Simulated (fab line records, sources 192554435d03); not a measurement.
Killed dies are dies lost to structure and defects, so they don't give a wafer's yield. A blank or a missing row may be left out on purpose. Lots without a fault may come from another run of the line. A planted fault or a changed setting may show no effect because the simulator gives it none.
Which tool did it? | flow n5_finfet | 10 lots, 30 wafers sampled, at 3 steps of a route of 1938

WHAT THE GAUGES READ, wafer by wafer
N5_BEOL_M8_THK_MEAS_01.
lot  | measured     | on            | M8_ILD_THK (nm)
L303 | day 8 12:59  | film_metro-02 | 153.8 156.2 156.8
L306 | day 9 10:00  | film_metro-02 | 154.3 155.3 156.0
L309 | day 10 15:29 | film_metro-02 | 152.7 155.2 154.0
L310 | day 11 17:55 | film_metro-01 | 154.2 157.4 158.8
L313 | day 11 23:24 | film_metro-02 | 153.2 153.8 156.3
L315 | day 12 12:14 | film_metro-01 | 153.3 153.4 155.1
L317 | day 12 19:29 | film_metro-01 | 202.4 156.8 156.6
L316 | day 12 20:42 | film_metro-02 | 155.8 203.9 208.3
L319 | day 13 12:52 | film_metro-01 | 154.6 153.8 153.7
L326 | day 15 01:39 | film_metro-02 | 152.3 153.9 157.0

WHICH TOOL RAN EACH LOT (tool, then ch and the chambers of the sampled wafers, then the start)
lot  | N5_BEOL_M7_ETCH_41                            | N5_BEOL_M8_ILD_DEP_00
L303 | rie_diel-02 ch 2,3, day 8 10:08 or earlier    | pecvd-03 ch 0,1, day 8 12:23
L306 | rie_diel-02 ch 0,1, day 9 05:14 or earlier    | pecvd-01 ch 1,2, day 9 09:25
L309 | rie_diel-02 ch 0,1,3, day 10 11:28 or earlier | pecvd-04 ch 0,1, day 10 14:53
L310 | rie_diel-06 ch 0,1,3, day 11 14:56 or earlier | pecvd-04 ch 0,1,2, day 11 17:20
L313 | rie_diel-05 ch 0,1,3, day 11 19:06 or earlier | pecvd-01 ch 0,2, day 11 22:49
L315 | rie_diel-06 ch 1,2,3, day 12 09:10 or earlier | pecvd-04 ch 0,1,2, day 12 11:27
L317 | rie_diel-02 ch 1,2,3, day 12 16:17 or earlier | pecvd-04 ch 0,1,2, day 12 18:55
L316 | rie_diel-02 ch 0,1,3, day 12 16:40 or earlier | pecvd-04 ch 0,2, day 12 19:53
L319 | rie_diel-06 ch 0,1,2, day 13 06:18 or earlier | pecvd-01 ch 0,1,2, day 13 12:17
L326 | rie_diel-02 ch 1,2,3, day 14 22:29 or earlier | pecvd-01 ch 1,2, day 15 00:52
- N5_BEOL_M7_ETCH_41: etches SiCN in CH3F/O2, target depth 31.9 nm, time 57.8 s.
- N5_BEOL_M8_ILD_DEP_00: deposits SiCOH lowk from DEMS/porogen, target thk 179.75 nm, time 33.4 s.

THE ANSWER, worked out from the rows above alone
Rule: what is usual is taken from the lots themselves. Put in order of their means at a reading, lots are off if they are a third of the lots or fewer, leave a main group of 4 or more, and stand apart from it by a gap of 3 or more times the standard deviation of the main group's means; of several such gaps the widest counts. A main group whose means are all the same, to the digits that the tables above print for the reading, isn't used. A lot without any number at a reading at which 4 lots or more have one is off too. The other lots that the step has rows for count as sound.
Off: L317, L316, at N5_BEOL_M8_THK_MEAS_01 (M8_ILD_THK). The main group: mean 154.8 nm, standard deviation 0.94.
A tool fits if, at a process step before that reading, it ran every lot that is off, and no sound lot after the first of them. The gauges at N5_BEOL_M8_THK_MEAS_01 are tried like those tools. N5_BEOL_M7_ETCH_41 gives no start for some lots, so the hours and the order of its lots are those of N5_BEOL_M7_CD_MEAS_35. One fits: pecvd-04 at N5_BEOL_M8_ILD_DEP_00. Its last sound lot is L315 (day 12 11:27), its first lot that is off L317 (day 12 18:55): a fault that began between those two fits.

WHAT THE SIMULATOR HAD PUT IN
Process parameter drift: pecvd-04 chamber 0, from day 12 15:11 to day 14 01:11, at N5_BEOL_M8_ILD_DEP_00. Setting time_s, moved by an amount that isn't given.
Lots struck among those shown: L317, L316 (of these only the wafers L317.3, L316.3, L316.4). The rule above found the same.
